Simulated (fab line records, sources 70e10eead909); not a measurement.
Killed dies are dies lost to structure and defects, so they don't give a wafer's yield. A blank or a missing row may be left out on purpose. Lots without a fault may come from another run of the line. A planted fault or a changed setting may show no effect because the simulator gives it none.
fab line records | flow nand_harc | part 1 of 2: steps 1 to 4 of 6
record lots=22 wafers=66 last_day=33
route steps=1302 shown A_STAIRCASE@705
lots that met no fault: from a run of the same line without faults
start_h: hours from the record's first day to the start of the lot's first wafer shown | wait_h: hours since the lot's step before | " the same as in the row above | L1.1+2: a row that stands for several wafers | - no value, or no start given | * or withheld: withheld | < > ~ a bound
route shown NAME@n: a module of which the file shows steps, and the number in the route of the first | usual: mean/standard deviation of fault-free wafers | same: alike in all rows | chamber/n: place in a boat | sites: the reading at each site | _std_site: their standard deviation | _edge_site: outer sites' mean less inner sites' | radius_mm: how far each site lies from the wafer's centre | mask NAME#n: copy n | behind: the tool/chamber that last shaped the wafer | hold: why the lot was held/for how many hours/how that ended | device: the transistor (n, p or np) that didn't switch | end of line: the same wafers' tests at the end of the route | a step without rows: its recipe alone | killed: dies lost to structure and defects at the first sort, not the wafer's yield | map: a wafer's dies, x killed, . not, _ none there
set.NAME: the setting as run; set.NAME@STEP: as run at that earlier step | model.NAME: the simulator's own value behind a step, which no gauge read
steps of the route over a sample of lots; a table a step, a row a wafer
services: from which hour (start_h, from the record's first day; less than 0 if before it) a tool's chamber was out of use, for how many hours, and why
## steps
# step NHARC_A_STAIRCASE_TRIM_191
# recipe time_s=211.2 o2_flow_sccm=500 ar_flow_sccm=0 bias_w=0 chemistry=O2
# usual chamber_pressure_mTorr=60.00/0.05 drypump_motor_current_A=5.7/0.43 mfc_ar_sccm=0.012/0.014 oes_product_au=1.002/0.0075 rf_vpp_V=57.8/0.78 showerhead_plenum_p_Torr=3.54/0.2 throttle_valve_pct=17.036/0.0096
# columns lot.wafer tool chamber start_h wait_h chamber_pressure_mTorr drypump_motor_current_A mfc_ar_sccm oes_product_au rf_hours_counter_h rf_vpp_V showerhead_plenum_p_Torr throttle_valve_pct
L075.2 rie_diel-05 3 - - 60.02 5.2 0.006 0.995 37 58.1 3.76 17.022
L075.1 " 0 " " 59.93 6.3 0.024 1.007 37 57.5 3.30 17.041
L075.3 " 1 " " 59.99 5.4 0.029 1.003 36 57.9 3.61 17.029
L074.3 rie_diel-03 1 - - 59.99 5.9 0 0.993 31 57.0 3.37 17.047
L074.5 " 3 " " 59.95 6.1 0 1.008 - 57.5 3.29 17.039
L074.4 " 1 " " 60.04 5.9 0 0.994 - 57.6 3.37 17.029
L077.3 rie_diel-03 3 - - 60.10 6.1 0 1.011 32 57.9 3.29 17.048
L077.5 " 1 " " 59.96 5.9 0 1.008 - 57.7 3.37 17.034
L077.6 " 2 " " 60.05 5.0 0 1.010 - 58.5 3.74 17.024
L076.1 rie_diel-04 0 - - 60.08 6.0 0 1.004 3 58.8 3.81 17.034
L076.3 " 3 " " 59.95 6.1 0 1.017 3 57.6 3.32 17.025
L076.5 " 0 " " 59.96 6.0 0 0.996 - 58.0 3.81 17.037
L079.3 rie_diel-04 3 - - 60.03 6.1 0 1.012 15 56.2 3.31 17.026
L079.1 " 0 " " 59.94 6.0 0 0.996 13 57.7 3.80 17.040
L079.6 " 2 " " 59.94 5.6 0.036 1.005 - 58.3 3.34 17.042
L078.2 rie_diel-04 0 - - 60.00 5.9 0 0.994 13 58.3 3.80 17.030
L078.1 " 3 " " 59.99 6.1 0 0.988 15 56.8 3.31 17.034
L078.5 " 0 " " 60.08 5.9 0 0.994 - 58.5 3.80 17.045
L080.3 rie_diel-03 2 - - 60.04 5.0 0 1.002 32 58.1 3.73 17.050
L080.5 " 1 " " 60.05 5.9 0 0.998 - 58.1 3.36 17.039
L080.6 " 2 " " 60.03 5.0 0 1.004 - 60.0 3.73 17.039
L082.4 rie_diel-03 0 - - 59.96 5.2 0.019 0.997 50 57.4 3.40 17.025
L082.3 " 2 " " 60.01 5.0 0 0.998 42 57.0 3.73 17.039
L082.2 " 3 " " 60.02 6.1 0 1.008 53 57.0 3.28 17.033
L081.1 rie_diel-05 0 - - 60.03 6.3 0.024 0.989 9 59.6 3.80 17.029
L081.4 " 2 " " 60.05 6.1 0.032 0.990 7 57.9 3.29 17.031
L081.6 " 1 " " 59.95 5.4 0.029 1.003 - 57.3 3.59 17.048
L083.1 rie_diel-03 0 - - 60.00 5.2 0.019 1.013 57 56.9 3.40 17.028
L083.2 " 1 " " 59.93 5.9 0 1.012 60 57.4 3.36 17.045
L083.6 " 2 " " 60.05 5.0 0 1.009 - 57.2 3.73 17.041
L084.1 rie_diel-04 1 - - 60.03 6.0 0.029 0.997 28 58.3 3.50 17.034
L084.4 " 2 " " 60.07 5.6 0.036 0.992 29 57.2 3.33 17.041
L084.2 " 3 " " 60.04 6.1 0 0.998 34 57.8 3.30 17.045
L085.4 rie_diel-04 3 - - 60.03 6.1 0 1.000 37 57.2 3.30 17.038
L085.2 " 0 " " 59.98 5.9 0 0.992 36 57.3 3.79 17.028
L085.6 " 0 " " 60.00 6.0 0 0.993 - 58.3 3.79 17.022
L086.2 rie_diel-05 2 - - 60.00 6.2 0.032 1.005 17 58.9 3.28 17.036
L086.1 " 3 " " 60.02 5.2 0.006 0.999 18 58.3 3.73 17.040
L086.6 " 2 " " 60.02 6.1 0.032 0.999 - 57.7 3.28 17.051
L087.2 rie_diel-05 0 - - 59.94 6.3 0.024 0.984 20 57.0 3.80 17.032
L087.1 " 3 " " 60.02 5.1 0.006 0.998 21 58.0 3.73 17.016
L087.5 " 1 " " 59.99 5.4 0.029 1.001 - 58.7 3.59 17.026
L088.3 rie_diel-03 2 - - 60.03 5.0 0 0.998 9 58.3 3.72 17.028
L088.4 " 0 " " 60.01 5.2 0.019 0.980 11 57.3 3.39 17.033
L088.5 " 3 " " 59.97 6.1 0 1.002 - 57.6 3.80 17.037
L089.1 rie_diel-04 3 - - 60.04 6.1 0 1.006 46 57.3 3.30 17.046
L089.4 " 0 " " 59.99 6.0 0 0.999 47 58.7 3.78 17.059
L089.5 " 3 " " 59.88 6.1 0 1.005 - 57.2 3.30 17.037
L091.1 rie_diel-03 3 - - 60.01 6.1 0 1.008 21 57.9 3.80 17.050
L091.6 " 2 " " 59.95 5.0 0 1.005 - 58.6 3.72 17.028
L091.5 " 3 " " 59.98 6.1 0 1.006 - 58.0 3.80 17.045
L092.2 rie_diel-03 2 - - 59.99 5.0 0 1.003 25 59.1 3.71 17.032
L092.1 " 3 " " 59.99 6.1 0 1.009 29 58.2 3.79 17.032
L092.5 " 2 " " 59.95 5.0 0 1.000 - 58.4 3.71 17.048
L094.1 rie_diel-04 1 - - 59.89 6.0 0.029 1.007 5 58.2 3.48 17.045
L094.2 " 3 " " 60.01 6.1 0 1.012 5 57.0 3.29 17.037
L094.6 " 2 " " 59.87 5.6 0.036 0.997 - 57.5 3.31 17.036
L095.2 rie_diel-03 2 - - 59.98 5.0 0 1.008 29 57.2 3.71 17.030
L095.3 " 0 " " 60.10 5.2 0.019 0.999 36 57.0 3.38 17.023
L095.6 " 2 " " 60.00 5.0 0 1.003 - 57.6 3.71 17.030
L096.1 rie_diel-05 3 - - 60.11 5.2 0.006 0.999 58 56.2 3.71 17.037
L096.4 " 0 " " 59.93 6.3 0.024 0.999 56 58.3 3.78 17.032
L096.3 " 2 " " 59.98 6.2 0.032 0.995 54 57.4 3.26 17.028
L097.1 rie_diel-05 1 - - 60.09 5.4 0.029 1.009 54 57.4 3.57 17.039
L097.3 " 3 " " 59.96 5.2 0.006 1.020 58 57.0 3.71 17.037
L097.6 " 1 " " 59.94 5.4 0.029 1.017 - 57.1 3.56 17.036
# step NHARC_A_STAIRCASE_ETCH_197
# recipe target_depth_a=1000 time_s=40.5 ion_energy_ev=400 c4f8_flow_sccm=20 o2_flow_sccm=10 ar_flow_sccm=withheld rf_w=600 bias_w=1000 chemistry=C4F8/O2
# usual chamber_pressure_mTorr=24.998/0.023 oes_product_au=0.954/0.015 rf_vpp_V=895/7.2
# columns lot.wafer tool chamber start_h wait_h chamber_pressure_mTorr oes_product_au rf_hours_counter_h rf_vpp_V
L075.1 rie_diel-05 0 - - 25.035 0.939 38 890
L075.2 " 1 " " 24.985 0.941 37 899
L075.3 " 2 " " 25.016 0.948 43 888
L074.3 rie_diel-03 2 - - 25.022 0.947 21 903
L074.4 " 1 " " 24.946 0.937 - 891
L074.5 " 2 " " 24.995 0.945 - 904
L077.3 rie_diel-03 3 - - 24.971 0.966 33 887
L077.6 " 2 " " 25.013 0.943 - 903
L077.5 " 3 " " 24.956 0.959 - 887
L076.1 rie_diel-04 3 - - 24.993 0.957 4 888
L076.3 " 0 " " 25.016 0.947 3 907
L076.5 " 3 " " 24.961 0.965 - 889
L079.3 rie_diel-03 1 - - 24.997 0.960 42 890
L079.1 " 0 " " 24.980 0.962 39 892
L079.6 " 1 " " 24.994 0.966 - 890
L078.1 rie_diel-04 2 - - 25.003 0.949 13 889
L078.2 " 0 " " 25.017 0.931 13 906
L078.5 " 2 " " 24.967 0.950 - 890
L080.3 rie_diel-04 0 - - 25.006 0.967 15 906
L080.6 " 0 " " 25.030 0.962 - 905
L080.5 " 1 " " 24.981 0.957 - 896
L082.2 rie_diel-03 2 - - 25.014 0.948 42 903
L082.4 " 3 " " 25.013 0.958 53 887
L082.3 " 0 " " 25.003 0.947 50 891
L081.1 rie_diel-05 1 - - 24.953 0.941 8 899
L081.4 " 0 " " 25.009 0.949 9 906
L081.6 " 2 " " 25.010 0.930 - 889
L083.2 rie_diel-03 1 - - 24.998 0.962 60 890
L083.1 " 2 " " 25.009 0.959 48 901
L083.6 " 0 " " 25.022 0.954 - 892
L084.2 rie_diel-04 1 - - 24.980 0.935 29 897
L084.1 " 2 " " 25.011 0.926 30 887
L084.4 " 3 " " 25.018 0.934 34 888
L085.2 rie_diel-04 0 - - 25.008 0.945 36 906
L085.4 " 3 " " 24.945 0.950 37 887
L085.6 " 1 " " 25.015 0.952 - 896
L086.2 rie_diel-03 2 - - 24.991 0.982 0 903
L086.1 " 3 " " 25.012 0.970 0 906
L086.6 " 2 " " 25.008 0.979 - 903
L087.2 rie_diel-05 1 - - 24.983 0.928 17 898
L087.1 " 3 " " 25.034 0.928 21 904
L087.5 " 3 " " 24.968 0.929 - 902
L088.3 rie_diel-05 1 - - 25.005 0.964 24 898
L088.4 " 3 " " 25.002 0.972 30 903
L088.5 " 2 " " 24.984 0.959 - 888
L089.4 rie_diel-03 1 - - 25.026 0.955 9 890
L089.1 " 0 " " 25.002 0.964 12 891
L089.5 " 1 " " 25.022 0.964 - 890
L091.1 rie_diel-05 2 - - 25.007 0.974 32 886
L091.5 " 0 " " 24.993 0.958 - 904
L091.6 " 1 " " 24.980 0.975 - 897
L092.2 rie_diel-04 3 - - 24.998 0.960 0 887
L092.1 " 2 " " 25.000 0.951 0 886
L092.5 " 1 " " 24.992 0.955 - 893
L094.2 rie_diel-04 1 - - 25.000 0.943 5 894
L094.1 " 2 " " 25.007 0.951 3 888
L094.6 " 2 " " 25.004 0.935 - 886
L095.2 rie_diel-05 1 - - 25.019 0.986 49 898
L095.3 " 2 " " 25.014 0.959 51 886
L095.6 " 0 " " 25.014 0.981 - 906
L096.1 rie_diel-03 2 - - 24.967 0.992 31 902
L096.3 " 3 " " 25.016 0.959 36 905
L096.4 " 0 " " 24.984 0.964 38 891
L097.3 rie_diel-05 3 - - 25.048 0.949 58 902
L097.1 " 2 " " 24.982 0.944 55 887
L097.6 " 3 " " 25.021 0.950 - 904
# step NHARC_A_STAIRCASE_ETCH_203
# recipe target_depth_a=1000 time_s=40.5 ion_energy_ev=400 c4f8_flow_sccm=20 o2_flow_sccm=10 ar_flow_sccm=withheld rf_w=600 bias_w=1000 chemistry=C4F8/O2
# usual chamber_pressure_mTorr=24.998/0.021 oes_product_au=0.947/0.012 rf_vpp_V=896/7.3
# columns lot.wafer tool chamber start_h wait_h chamber_pressure_mTorr oes_product_au rf_hours_counter_h rf_vpp_V
L075.3 rie_diel-05 1 - - 25.001 0.943 37 899
L075.2 " 2 " " 24.988 0.946 44 886
L075.1 " 0 " " 25.014 0.940 38 886
L074.3 rie_diel-03 2 - - 24.995 0.947 22 903
L074.4 " 2 " " 25.012 0.951 - 904
L074.5 " 3 " " 24.969 0.954 - 886
L077.3 rie_diel-03 2 - - 25.010 0.949 24 904
L077.6 " 2 " " 25.042 0.938 - 903
L077.5 " 3 " " 25.034 0.946 - 886
L076.3 rie_diel-04 0 - - 24.969 0.935 4 907
L076.1 " 1 " " 24.980 0.943 4 896
L076.5 " 3 " " 24.975 0.944 - 887
L079.1 rie_diel-03 0 - - 24.960 0.955 39 892
L079.3 " 1 " " 24.998 0.945 42 888
L079.6 " 1 " " 25.019 0.945 - 891
L078.1 rie_diel-04 2 - - 25.009 0.938 14 889
L078.2 " 0 " " 24.962 0.935 14 906
L078.5 " 1 " " 25.008 0.938 - 895
L080.3 rie_diel-04 1 - - 24.991 0.945 14 895
L080.5 " 0 " " 25.025 0.940 - 905
L080.6 " 1 " " 25.017 0.945 - 895
L082.3 rie_diel-03 1 - - 24.978 0.936 55 891
L082.4 " 2 " " 24.994 0.948 43 903
L082.2 " 3 " " 24.992 0.967 53 886
L081.1 rie_diel-05 1 - - 24.990 0.949 9 899
L081.4 " 2 " " 24.984 0.946 8 888
L081.6 " 3 " " 24.999 0.949 - 904
L083.2 rie_diel-05 3 434.41 - 24.993 1.002 15 903
L083.1 " 1 " " 25.020 1.000 11 900
L083.6 " 2 " " 25.001 0.992 - 887
L084.2 rie_diel-04 0 - - 24.988 0.948 33 904
L084.1 " 2 " " 24.970 0.933 31 888
L084.4 " 3 " " 24.980 0.928 35 887
L085.2 rie_diel-04 3 - - 25.022 0.948 38 886
L085.4 " 2 " " 25.022 0.953 33 889
L085.6 " 0 " " 25.014 0.945 - 905
L086.2 rie_diel-03 3 - - 25.022 0.938 1 906
L086.1 " 1 " " 24.998 0.948 1 890
L086.6 " 3 " " 25.025 0.940 - 905
L087.2 rie_diel-05 0 - - 24.985 0.940 22 904
L087.1 " 3 " " 24.983 0.935 23 903
L087.5 " 0 " " 24.983 0.939 - 903
L088.4 rie_diel-05 0 - - 25.038 0.956 27 904
L088.3 " 2 " " 25.017 0.940 26 888
L088.5 " 1 " " 25.022 0.946 - 899
L089.4 rie_diel-03 1 - - 24.986 0.953 9 890
L089.1 " 2 " " 25.007 0.943 9 903
L089.5 " 3 " " 24.992 0.948 - 905
L091.1 rie_diel-05 3 - - 25.004 0.937 37 902
L091.6 " 2 " " 24.985 0.934 - 888
L091.5 " 3 " " 24.982 0.951 - 902
L092.2 rie_diel-04 3 - - 25.032 0.937 1 887
L092.1 " 1 " " 24.980 0.940 1 894
L092.5 " 1 " " 24.961 0.936 - 895
L094.1 rie_diel-04 0 - - 25.019 0.949 3 904
L094.2 " 2 " " 24.979 0.940 3 888
L094.6 " 1 " " 24.995 0.944 - 895
L095.3 rie_diel-05 2 - - 24.991 0.937 51 885
L095.2 " 0 " " 25.002 0.944 52 905
L095.6 " 2 " " 24.979 0.941 - 888
L096.1 rie_diel-03 1 - - 25.021 0.941 34 889
L096.4 " 2 " " 24.955 0.952 32 901
L096.3 " 0 " " 24.985 0.952 39 889
L097.1 rie_diel-05 0 - - 25.000 0.950 56 905
L097.3 " 2 " " 24.989 0.937 55 885
L097.6 " 3 " " 25.003 0.946 - 900
# step NHARC_A_STAIRCASE_ETCH_221
# recipe target_depth_a=1000 time_s=40.5 ion_energy_ev=400 c4f8_flow_sccm=20 o2_flow_sccm=10 ar_flow_sccm=withheld rf_w=600 bias_w=1000 chemistry=C4F8/O2
# usual chamber_pressure_mTorr=25.002/0.022 oes_product_au=0.941/0.015 rf_vpp_V=895/7.3
# columns lot.wafer tool chamber start_h wait_h chamber_pressure_mTorr oes_product_au rf_hours_counter_h rf_vpp_V
L075.2 rie_diel-05 3 - - 25.027 0.960 39 903
L075.1 " 0 " " 24.980 0.943 39 888
L075.3 " 1 " " 25.004 0.956 38 899
L074.3 rie_diel-05 0 - - 24.983 0.957 53 885
L074.4 " 3 " " 24.991 0.954 50 903
L074.5 " 0 " " 24.992 0.957 - 887
L077.3 rie_diel-05 2 - - 24.986 0.974 55 886
L077.6 " 1 " " 25.011 0.956 - 897
L077.5 " 2 " " 24.998 0.972 - 887
L076.1 rie_diel-05 3 - - 25.009 0.929 52 904
L076.3 " 0 " " 25.001 0.927 54 887
L076.5 " 0 " " 25.021 0.919 - 888
L078.2 rie_diel-03 1 - - 25.004 0.925 43 889
L078.1 " 3 " " 24.971 0.938 43 887
L078.5 " 0 " " 25.009 0.923 - 891
L079.3 rie_diel-04 3 - - 24.977 0.928 16 886
L079.1 " 2 " " 25.004 0.921 14 889
L079.6 " 0 " " 25.030 0.922 - 905
L080.3 rie_diel-04 1 - - 24.989 0.948 14 895
L080.6 " 3 " " 25.022 0.944 - 888
L080.5 " 0 " " 25.042 0.941 - 904
L082.2 rie_diel-05 3 - - 24.996 0.915 8 903
L082.3 " 0 " " 25.009 0.918 9 905
L082.4 " 1 " " 24.973 0.930 8 900
L081.1 rie_diel-04 2 - - 25.034 0.958 24 888
L081.4 " 0 " " 24.987 0.945 24 906
L081.6 " 2 " " 25.043 0.956 - 889
L083.2 rie_diel-04 0 - - 24.987 0.939 33 905
L083.1 " 3 " " 25.067 0.935 34 887
L083.6 " 1 " " 25.002 0.941 - 895
L084.2 rie_diel-05 1 - - 24.982 0.925 13 897
L084.4 " 2 " " 25.003 0.920 16 887
L084.1 " 3 " " 25.022 0.930 17 903
L085.2 rie_diel-05 3 - - 24.992 0.922 19 904
L085.4 " 2 " " 24.998 0.914 17 888
L085.6 " 0 " " 25.002 0.918 - 906
L086.1 rie_diel-03 0 - - 25.005 0.950 1 892
L086.2 " 1 " " 25.029 0.950 1 889
L086.6 " 3 " " 24.947 0.965 - 906
L087.1 rie_diel-04 0 - - 25.003 0.937 44 904
L087.2 " 2 " " 24.983 0.936 39 887
L087.5 " 1 " " 25.026 0.930 - 895
L088.4 rie_diel-05 0 - - 25.023 0.956 27 905
L088.3 " 3 " " 25.015 0.943 30 902
L088.5 " 0 " " 25.033 0.949 - 904
L089.1 rie_diel-04 2 - - 25.022 0.957 43 889
L089.4 " 0 " " 25.008 0.947 47 906
L089.5 " 2 " " 24.972 0.958 - 889
L091.1 rie_diel-04 3 - - 25.029 0.938 55 888
L091.6 " 2 " " 25.004 0.929 - 888
L091.5 " 3 " " 24.944 0.925 - 887
L092.1 rie_diel-04 2 - - 25.018 0.928 1 889
L092.2 " 3 " " 24.988 0.940 1 887
L092.5 " 1 " " 25.025 0.933 - 894
L094.1 rie_diel-03 2 - - 24.984 0.949 28 901
L094.2 " 3 " " 24.994 0.950 33 906
L094.6 " 1 " " 25.015 0.956 - 891
L095.2 rie_diel-05 0 - - 24.941 0.929 52 904
L095.3 " 2 " " 25.001 0.938 52 887
L095.6 " 0 " " 24.964 0.929 - 906
L096.1 rie_diel-04 0 - - 24.973 0.944 11 903
L096.3 " 1 " " 24.998 0.997 15 895
L096.4 " 3 " " 24.970 0.953 15 886
L097.1 rie_diel-05 2 - - 25.054 0.949 56 886
L097.3 " 0 " " 25.020 0.942 57 905
L097.6 " 3 " " 25.040 0.945 - 902
